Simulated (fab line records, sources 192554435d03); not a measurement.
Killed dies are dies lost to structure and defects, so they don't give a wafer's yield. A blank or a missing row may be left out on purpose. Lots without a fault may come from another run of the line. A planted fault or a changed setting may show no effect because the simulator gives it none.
A struck lot beside a sound one | flow n5_finfet | 35 steps out of a route of 1938
Sound: wafers L210.2, L210.3, L210.5. Struck: wafers L217.3, L217.5, L217.6. The cause comes at the end.
At each step with rows: each side's tool, then ch and its chambers, then its first start. Under that, the readings that differ: sound wafers | struck wafers | difference of the means | sigmas: that difference in standard deviations of wafers without a fault.
alike: readings whose means differ by less than 2 such deviations, and words and numbers that are the same on both sides. not compared: withheld readings, readings that some wafer has no value for, bounds like >300 that may hide the same value, and numbers for which the record gives no deviation and whose values overlap.
The two part at a step that has a row with sigmas, a row that says differs or no value, or rows on one side only. Numbers that don't overlap but have no deviation are shown without sigmas and don't part them. A reading that every wafer of one side lacks parts them only if that side has two wafers or more.

first, 9 steps without rows for these wafers: N5_PMOS_HMC_CHANNEL_EPI_EBR_05; N5_PMOS_HMC_CHANNEL_EPI_SOFTBAKE_04 (time 60 s); N5_PMOS_HMC_CHANNEL_EPI_EXPOSE_06 (exposes mask PMOS HMC BLK, target cd 240 nm); N5_PMOS_HMC_CHANNEL_EPI_PEB_07 (peb time 60 s); N5_PMOS_HMC_CHANNEL_EPI_DEVELOP_08 (develop time 30 s); N5_PMOS_HMC_CHANNEL_EPI_DESCUM_14 (chemistry O2, time 7.9 s); N5_PMOS_HMC_CHANNEL_EPI_ETCH_32 (etches BARC in N2/H2, stops on SiO2, target depth 85.8 nm, time 50.3 s); N5_PMOS_HMC_CHANNEL_EPI_HM_OPEN_15 (chemistry CHF3/O2, target SiO2, target depth 40.6 nm, time 20.3 s); N5_PMOS_HMC_CHANNEL_EPI_STRIP_33 (strips in N2/H2).
N5_PMOS_HMC_CHANNEL_EPI_STRIP_17: strips in SPM, time 750 s.
  sound on wet_bench-01 ch 1,3,4, day 2 23:53; struck on wet_bench-01 ch 0,1,4, day 4 17:48
then, 24 steps without rows for these wafers: N5_PMOS_HMC_CHANNEL_EPI_ETCH_38 (etches SiO2 in CF4, target depth 1.5 nm); N5_PMOS_HMC_CHANNEL_EPI_FIN_RECESS_16 (chemistry HBr/Cl2, target Si, target depth 54 nm, time 18 s); N5_PMOS_HMC_CHANNEL_EPI_PRECLEAN_36 (cleans in O3/DIW, time 45 s); N5_PMOS_HMC_CHANNEL_EPI_PRECLEAN_18 (cleans in DHF, time 30 s); N5_PMOS_HMC_CHANNEL_EPI_SRD_19 (time 30 s); N5_PMOS_HMC_CHANNEL_EPI_EPI_20 (deposits SiGe30, target thk 59 nm); N5_PMOS_HMC_CHANNEL_EPI_HM_STRIP_35 (strips SiO2 in dHF, material SiO2, target depth 39.6 nm, time 216 s); N5_PMOS_HMC_CHANNEL_EPI_SRD_39 (time 30 s); N5_PMOS_HMC_CHANNEL_EPI_CMP_21 (polishes SiGe30, target thk 54 nm); N5_PMOS_HMC_CHANNEL_EPI_PRECLEAN_40 (cleans in DHF, time 30 s); N5_PMOS_HMC_CHANNEL_EPI_PRECLEAN_37 (cleans in O3/DIW, time 45 s); N5_PMOS_HMC_CHANNEL_EPI_PRECLEAN_24 (cleans in DHF, time 30 s); N5_PMOS_HMC_CHANNEL_EPI_SRD_25 (time 30 s); N5_PMOS_HMC_CHANNEL_EPI_EPI_26 (deposits Si from SiH4/H2, target thk 3.8 nm, time 22.7 s); N5_FIN_SAQP_PRECLEAN_42 (cleans in O3/DIW, time 60 s); N5_FIN_SAQP_PRECLEAN_00 (cleans in SC1, time 60 s); N5_FIN_SAQP_PRECLEAN_44 (cleans in SC2, time 45 s); N5_FIN_SAQP_SRD_01 (time 30 s); N5_FIN_SAQP_ALD_61 (deposits SiO2, target thk 4 nm, pulse time 1 s, purge time 2 s); N5_FIN_SAQP_DENSIFY_62 (time 60 s); N5_FIN_SAQP_HM_DEP_03 (deposits SiNx from SiH4/NH3/N2, target thk 38 nm, time 33.6 s); N5_FIN_SAQP_PECVD_47 (deposits a-Si from SiH4/He, target thk 45 nm, time 36.3 s); N5_FIN_SAQP_PECVD_48 (deposits SiNx from SiH4/NH3/N2, target thk 25 nm, time 22.1 s); N5_FIN_SAQP_PECVD_06 (deposits a-Si from SiH4/He, target thk 60 nm, time 48.1 s).
-- the record jumps here: 12 days lie between the struck wafers' starts before and after (it left off in module FIN_SAQP and takes up again in module PASSIVATION, whose first step shown is number 1936 of the route) --
N5_PASSIVATION_PROBE_49:
  the record has rows for the struck wafers here (prober-02, day 16 17:13) and none for the sound ones

WHERE THEY PART
Only at N5_PASSIVATION_PROBE_49, within this record.

WHY: what the simulator had put in
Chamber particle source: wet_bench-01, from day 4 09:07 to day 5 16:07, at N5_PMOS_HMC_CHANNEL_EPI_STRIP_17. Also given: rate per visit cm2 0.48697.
